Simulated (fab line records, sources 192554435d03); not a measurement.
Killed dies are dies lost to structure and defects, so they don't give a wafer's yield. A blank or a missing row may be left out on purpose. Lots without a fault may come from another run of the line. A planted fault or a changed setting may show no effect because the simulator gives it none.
Chamber matching | flow n5_finfet | N5_BEOL_M5_DEP_56 on pecvd-02: 3 sister chambers
The step deposits SiCN from 3MS/NH3, target thk 8 nm, time 14 s. 6 wafers are shown with their chamber, then 12 later ones without.

WAFERS WITH THEIR CHAMBER
wafer  | chamber | throttle_valve_pct (%) | showerhead_plenum_p_Torr (Torr)
L086.2 | 2       | 8.0                    | 3.640
L087.2 | 0       | 9.3                    | 3.652
L087.6 | 2       | 8.1                    | 3.644
L090.1 | 0       | 9.5                    | 3.653
L090.3 | 1       | 9.5                    | 3.645
L090.6 | 1       | 9.6                    | 3.643

WAFERS WITHOUT THEIR CHAMBER
wafer  | throttle_valve_pct (%) | showerhead_plenum_p_Torr (Torr)
L091.4 | 9.6                    | 3.640
L091.5 | 8.2                    | 3.642
L091.6 | 9.8                    | 3.654
L095.1 | 8.3                    | 3.645
L095.3 | 10.0                   | 3.654
L095.4 | 9.9                    | 3.644
L096.2 | 9.6                    | 3.655
L096.3 | 8.4                    | 3.640
L096.6 | 8.3                    | 3.639
L097.1 | 9.9                    | 3.653
L097.4 | 9.8                    | 3.650
L097.5 | 9.7                    | 3.645

WHICH CHAMBER EACH WENT THROUGH
wafer  | from the rows above     | in truth
L091.4 | 1                       | 1
L091.5 | 2                       | 2
L091.6 | can't be placed: 0 or 1 | 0
L095.1 | 2                       | 2
L095.3 | can't be placed: 0 or 1 | 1
L095.4 | 1                       | 1
L096.2 | 0                       | 0
L096.3 | 2                       | 2
L096.6 | 2                       | 2
L097.1 | can't be placed: 0 or 1 | 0
L097.4 | can't be placed: 1 or 0 | 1
L097.5 | 1                       | 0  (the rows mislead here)
Placed correctly: 7 of 12. Can't be placed from these rows: 4 (the true chamber is among the candidates in 4). Placed wrongly: 1.
How it was worked out, from the rows above alone: a wafer's distance from a chamber is the root of the sum, over the readings, of the square of ((its reading less the chamber's mean) divided by the reading's scatter). The wafer belongs to the nearest chamber; if the next one is less than 2 further off, it can't be placed. A chamber's mean is the mean of its shown wafers. The scatter: the root of (the sum of the squares of (reading less its chamber's mean) over the shown wafers, divided by (wafers less chambers)).
